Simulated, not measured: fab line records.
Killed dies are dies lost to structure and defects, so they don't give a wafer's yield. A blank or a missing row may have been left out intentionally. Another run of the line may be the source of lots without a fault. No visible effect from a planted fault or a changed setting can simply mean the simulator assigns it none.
Matching of chambers	flow nand harc	NHARC_A_STAIRCASE_ETCH_253 on rie diel-05 has 4 sister chambers
The step etches the open film in C4F8/O2, target depth 50 nm, time 20.2 s. 4 wafers are shown with their chamber, then 10 later ones without.

== WAFERS WITH THEIR CHAMBER ==
wafer	chamber	rf vpp V (V)
L082.6	0	904
L092.5	3	899
L094.2	2	907
L094.3	1	896

== WAFERS WITHOUT THEIR CHAMBER ==
wafer	rf vpp V (V)
L094.4	900
L095.1	902
L095.2	896
L095.4	899
L097.3	899
L097.5	904
L097.6	900
L096.1	902
L096.3	899
L096.4	905

== CHAMBER TAKEN BY EACH ==
wafer	from the rows above	in truth
L094.4	3	3
L095.1	can't be placed: 0 or 3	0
L095.2	1	1
L095.4	3	3
L097.3	3	3
L097.5	0	0
L097.6	3	3
L096.1	can't be placed: 0 or 3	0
L096.3	3	3
L096.4	can't be placed: 0 or 2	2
Correctly placed: 7 of 10. Can't be placed from these rows: 3 (the true chamber is among the candidates in 3). Wrongly placed: 0.
How it was worked out, from the rows above alone: a wafer's distance from a chamber is the root of the sum, over the readings, of the square of ((its reading less the chamber's mean) divided by the reading's scatter). The wafer belongs to the nearest chamber; if the next one is less than 2 further off, it can't be placed. The mean given for a chamber averages the wafers shown for that chamber. The scatter (one wafer shown for each chamber): square how far every hidden wafer sits from the nearest shown wafer, average those squares and take the square root.
